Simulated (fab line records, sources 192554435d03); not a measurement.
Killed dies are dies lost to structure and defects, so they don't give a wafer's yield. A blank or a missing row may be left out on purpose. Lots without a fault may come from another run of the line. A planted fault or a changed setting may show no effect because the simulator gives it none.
Chamber matching | flow n5_finfet | N5_BEOL_M13_CMP_49 on cmp-04: 4 sister chambers
The step polishes, stops on SiOC, t overpolish 17.1 s, target thk 420 nm. 8 wafers are shown with their chamber, then 7 later ones without.

WAFERS WITH THEIR CHAMBER
wafer  | chamber | motor_current_A (A) | barrier_field_endpoint_s (s)
L075.4 | 2       | 6.4                 | 30.3
L080.1 | 2       | 5.7                 | 31.3
L079.2 | 0       | 6.6                 | 30.2
L086.3 | 1       | 5.7                 | 29.8
L087.4 | 1       | 5.5                 | 30.3
L089.3 | 3       | 6.2                 | 31.0
L089.4 | 0       | 6.6                 | 29.8
L091.1 | 3       | 6.2                 | 30.5

WAFERS WITHOUT THEIR CHAMBER
wafer  | motor_current_A (A) | barrier_field_endpoint_s (s)
L091.2 | 5.8                 | 29.3
L091.4 | 6.4                 | 30.4
L092.2 | 6.3                 | 30.2
L092.4 | 5.1                 | 30.1
L093.1 | 6.3                 | 30.3
L093.4 | 6.2                 | 30.7
L097.4 | 6.0                 | 30.7

WHICH CHAMBER EACH WENT THROUGH
wafer  | from the rows above               | in truth
L091.2 | can't be placed: 1 or 2 or 0 or 3 | 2
L091.4 | can't be placed: 3 or 0 or 2      | 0
L092.2 | can't be placed: 0 or 3 or 2 or 1 | 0
L092.4 | 1                                 | 1
L093.1 | can't be placed: 3 or 0 or 2 or 1 | 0
L093.4 | can't be placed: 3 or 2           | 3
L097.4 | can't be placed: 2 or 3 or 1      | 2
Placed correctly: 1 of 7. Can't be placed from these rows: 6 (the true chamber is among the candidates in 6). Placed wrongly: 0.
How it was worked out, from the rows above alone: a wafer's distance from a chamber is the root of the sum, over the readings, of the square of ((its reading less the chamber's mean) divided by the reading's scatter). The wafer belongs to the nearest chamber; if the next one is less than 2 further off, it can't be placed. A chamber's mean is the mean of its shown wafers. The scatter: the root of (the sum of the squares of (reading less its chamber's mean) over the shown wafers, divided by (wafers less chambers)).
